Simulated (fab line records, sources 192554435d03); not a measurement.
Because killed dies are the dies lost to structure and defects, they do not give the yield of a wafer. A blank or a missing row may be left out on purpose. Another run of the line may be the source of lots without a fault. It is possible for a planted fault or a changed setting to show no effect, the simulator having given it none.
Matching of chambers ; flow n5 finfet ; N5_BEOL_M13_ETCH_59 on rie diel-02: 4 sister chambers
The step etches BARC in N2/H2, target depth 89 nm, overetch 26.7 nm, time 67.9 s. 8 wafers are shown with their chamber, then 7 later ones without.

== WAFERS, EACH WITH ITS CHAMBER ==
wafer;chamber;showerhead plenum p Torr (Torr);drypump motor current A (A)
L080.2;1;2.68;6.0
L080.4;2;2.62;5.5
L080.6;1;2.68;6.0
L082.2;0;2.69;5.8
L082.5;3;2.60;5.9
L082.6;0;2.69;5.9
L091.2;2;2.61;5.5
L091.3;3;2.60;5.9

== WAFERS MISSING THEIR CHAMBER ==
wafer;showerhead plenum p Torr (Torr);drypump motor current A (A)
L091.6;2.68;5.9
L093.1;2.61;5.5
L093.2;2.59;5.9
L093.5;2.68;5.8
L094.1;2.61;5.5
L094.5;2.61;5.5
L094.6;2.59;5.9

== THE CHAMBER EACH PASSED THROUGH ==
wafer;from the rows above;in truth
L091.6;can't be placed: 1 or 0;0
L093.1;2;2
L093.2;3;3
L093.5;0;0
L094.1;2;2
L094.5;2;2
L094.6;3;3
Correct placement for 6 of the 7. From these rows, 1 cannot be placed; in 1 the true chamber is one of the candidates. 0 placed wrongly.
How it was worked out, from the rows above alone: a wafer's distance from a chamber is the root of the sum, over the readings, of the square of ((its reading less the chamber's mean) divided by the reading's scatter). The wafer belongs to the nearest chamber; if the next one is less than 2 further off, it can't be placed. The mean given for a chamber averages the wafers shown for that chamber. The scatter: the root of (the sum of the squares of (reading less its chamber's mean) over the shown wafers, divided by (wafers less chambers)).
